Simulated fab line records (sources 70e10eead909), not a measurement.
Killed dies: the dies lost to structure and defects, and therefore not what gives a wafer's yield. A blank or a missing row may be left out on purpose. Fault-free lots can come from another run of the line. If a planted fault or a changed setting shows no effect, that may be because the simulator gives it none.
Which tool was responsible?	flow nand harc	23 lots with 69 wafers sampled at 3 steps, on a route of 1159 steps

== WHAT EACH GAUGE READ, for each wafer ==
NHARC_A_CHANNEL_HOLE_D1_INSPECT_40. Usual: raw defect count at 58, with a standard deviation of 17.
lot	measured	on	raw defect count	flag
L074	day 8 14:29	defect inspect-01	65 41 46	
L076	day 8 19:38	defect inspect-02	80 47 46	
L075	day 8 21:21	defect inspect-01	60 46 56	
L078	day 9 14:34	defect inspect-02	25 51 40	
L077	day 9 14:45	defect inspect-01	40 36 43	
L079	day 9 19:08	defect inspect-02	60 56 83	
L080	day 9 19:20	defect inspect-02	48 41 75	
L081	day 10 06:02	defect inspect-01	57 69 65	
L083	day 10 17:23	defect inspect-01	73 42 51	
L082	day 10 19:08	defect inspect-02	73 62 69	
L084	day 10 21:34	defect inspect-01	29 33 33	
L085	day 11 23:09	defect inspect-01	58 35 43	
L088	day 11 23:37	defect inspect-02	85 67 72	
L086	day 12 07:18	defect inspect-01	67 80 41	
L090	day 12 13:47	defect inspect-02	56 75 62	
L089	day 12 14:19	defect inspect-01	59 45 41	
L091	day 12 21:50	defect inspect-02	74 58 56	
L092	day 13 05:21	defect inspect-02	48 67 36	
L093	day 13 06:44	defect inspect-02	67 60 80	
L095	day 13 09:24	defect inspect-02	58 48 27	
L094	day 13 11:34	defect inspect-02	109 97 82	
L096	day 14 06:20	defect inspect-02	59 63 52	
L097	day 14 15:46	defect inspect-01	32 46 26	

== WHAT TOOL EACH LOT RAN ON (gives the tool, then ch and the chambers of the sampled wafers, and finally the start) ==
lot	NHARC_A_CHANNEL_HOLE_D1_ETCH_20	NHARC_A_CHANNEL_HOLE_D1_ETCH_22
L074	har etch-02 ch 0,1, day 8 08:53	har etch-02 ch 0,1, day 8 09:38
L076	har etch-01 ch 0,1, day 8 14:02	har etch-01 ch 0,1, day 8 14:48
L075	har etch-02 ch 0,1, day 8 15:46	har etch-02 ch 0,1, day 8 16:38
L078	har etch-02 ch 0,1, day 9 08:59	har etch-02 ch 0,1, day 9 09:44
L077	har etch-01 ch 0,1, day 9 09:10	har etch-01 ch 0,1, day 9 09:55
L079	har etch-02 ch 0,1, day 9 13:34	har etch-02 ch 0,1, day 9 14:19
L080	har etch-01 ch 0,1, day 9 13:49	har etch-01 ch 0,1, day 9 14:39
L081	har etch-01 ch 0,1, day 10 00:26	har etch-01 ch 0,1, day 10 01:11
L083	har etch-02 ch 0,1, day 10 11:52	har etch-02 ch 0,1, day 10 12:40
L082	har etch-01 ch 0,1, day 10 13:32	har etch-01 ch 0,1, day 10 14:17
L084	har etch-02 ch 0, day 10 15:58	har etch-02 ch 0, day 10 16:44
L085	har etch-02 ch 0,1, day 11 17:33	har etch-02 ch 0,1, day 11 18:19
L088	har etch-01 ch 0,1, day 11 18:07	har etch-01 ch 0,1, day 11 18:58
L086	har etch-02 ch 0, day 12 01:41	har etch-02 ch 0, day 12 02:27
L090	har etch-01 ch 0,1, day 12 08:13	har etch-01 ch 0,1, day 12 08:58
L089	har etch-02 ch 0,1, day 12 08:43	har etch-02 ch 0,1, day 12 09:29
L091	har etch-02 ch 0,1, day 12 16:14	har etch-02 ch 0,1, day 12 16:59
L092	har etch-02 ch 0,1, day 12 23:37	har etch-02 ch 0,1, day 13 00:22
L093	har etch-01 ch 0,1, day 13 00:49	har etch-01 ch 0,1, day 13 01:42
L095	har etch-02 ch 0,1, day 13 03:53	har etch-02 ch 0,1, day 13 04:44
L094	har etch-01 ch 0,1, day 13 05:58	har etch-01 ch 0,1, day 13 06:43
L096	har etch-02 ch 0,1, day 14 00:44	har etch-02 ch 0,1, day 14 01:29
L097	har etch-01 ch 0,1, day 14 10:07	har etch-01 ch 0,1, day 14 10:53
- NHARC_A_CHANNEL_HOLE_D1_ETCH_20: etches the open film in C4F8/O2/Ar, time 361.9 s, target depth 1600 nm.
- NHARC_A_CHANNEL_HOLE_D1_ETCH_22: etches the open film in C4F8/O2/Ar, time 666.7 s, target depth 1600 nm.

== AS READ BY THE TOOLS THEMSELVES (means over the sampled wafers that have a number; for cases with no such wafer, the mark the record gives instead) ==
NHARC_A_CHANNEL_HOLE_D1_ETCH_20. Usual: c4f8 flow sccm 89.33 sccm, standard deviation 0.25; drypump motor current A 5.81 A, standard deviation 0.2; showerhead plenum p Torr 3.69 Torr, standard deviation 0.15; throttle valve pct 32.155 %, standard deviation 0.0095.
lot	tool	c4f8 flow sccm (sccm)	drypump motor current A (A)	showerhead plenum p Torr (Torr)	throttle valve pct (%)	flag
L074	har etch-02	89.23	5.74	3.65	32.143	
L076	har etch-01	89.26	6.00	3.67	32.158	
L075	har etch-02	89.32	5.68	3.76	32.149	
L078	har etch-02	89.26	5.72	3.64	32.151	
L077	har etch-01	89.32	5.88	3.74	32.156	
L079	har etch-02	89.05	5.74	3.64	32.157	
L080	har etch-01	89.32	5.88	3.74	32.150	
L081	har etch-01	89.33	6.01	3.66	32.154	
L083	har etch-02	89.35	5.74	3.64	32.165	
L082	har etch-01	89.00	5.85	3.73	32.163	
L084	har etch-02	89.20	5.62	3.87	32.157	
L085	har etch-02	89.19	5.74	3.63	32.159	
L088	har etch-01	89.30	5.86	3.73	32.160	
L086	har etch-02	89.07	5.61	3.86	32.159	
L090	har etch-01	89.58	6.03	3.65	32.156	
L089	har etch-02	89.21	5.73	3.62	32.148	
L091	har etch-02	89.49	5.68	3.73	32.160	
L092	har etch-02	89.27	5.72	3.62	32.153	
L093	har etch-01	89.39	5.86	3.72	32.154	
L095	har etch-02	89.50	5.73	3.62	32.150	
L094	har etch-01	89.42	6.04	3.64	32.150	
L096	har etch-02	89.51	5.68	3.72	32.144	
L097	har etch-01	89.64	5.99	3.64	32.153	

NHARC_A_CHANNEL_HOLE_D1_ETCH_22. Usual: c4f8 flow sccm 89.28 sccm, standard deviation 0.3; drypump motor current A 5.82 A, standard deviation 0.2; showerhead plenum p Torr 3.69 Torr, standard deviation 0.15; throttle valve pct 32.155 %, standard deviation 0.0092.
lot	tool	c4f8 flow sccm (sccm)	drypump motor current A (A)	showerhead plenum p Torr (Torr)	throttle valve pct (%)	flag
L074	har etch-02	89.21	5.74	3.65	32.155	
L076	har etch-01	89.47	6.04	3.67	32.155	
L075	har etch-02	88.97	5.69	3.76	32.164	
L078	har etch-02	89.33	5.73	3.64	32.150	
L077	har etch-01	89.04	5.87	3.74	32.154	
L079	har etch-02	88.81	5.74	3.64	32.163	
L080	har etch-01	89.43	5.88	3.74	32.153	
L081	har etch-01	89.29	6.02	3.66	32.156	
L083	har etch-02	89.21	5.73	3.64	32.153	
L082	har etch-01	89.33	5.85	3.73	32.160	
L084	har etch-02	89.11	5.62	3.86	32.144	
L085	har etch-02	89.54	5.73	3.63	32.155	
L088	har etch-01	89.62	5.86	3.73	32.156	
L086	har etch-02	89.20	5.63	3.86	32.145	
L090	har etch-01	89.43	6.03	3.65	32.156	
L089	har etch-02	89.47	5.74	3.62	32.152	
L091	har etch-02	89.19	5.68	3.73	32.160	
L092	har etch-02	89.56	5.73	3.62	32.152	
L093	har etch-01	89.26	5.87	3.72	32.153	
L095	har etch-02	89.57	5.74	3.62	32.147	
L094	har etch-01	89.54	6.04	3.64	32.157	
L096	har etch-02	89.38	5.69	3.72	32.160	
L097	har etch-01	89.16	6.00	3.64	32.161	

== THE ANSWER, worked out from the rows above alone ==
Rule: lot off if the mean of its wafers having a number is beyond 3 standard deviations from the usual mean. Also off: a lot with no number at a reading for which 4 or more lots have one. Any other lot the step has rows for is counted as sound. After the gauges, taken in route order, come the tools' own readings; for these a lot's mean is taken, as printed above. At the first step where some lot is off, the reading lying furthest off is the one used; lots without a number count as furthest.
Nothing can be told from this: no lot is off at any reading shown.

== WHAT THE SIMULATOR HAD PUT IN ==
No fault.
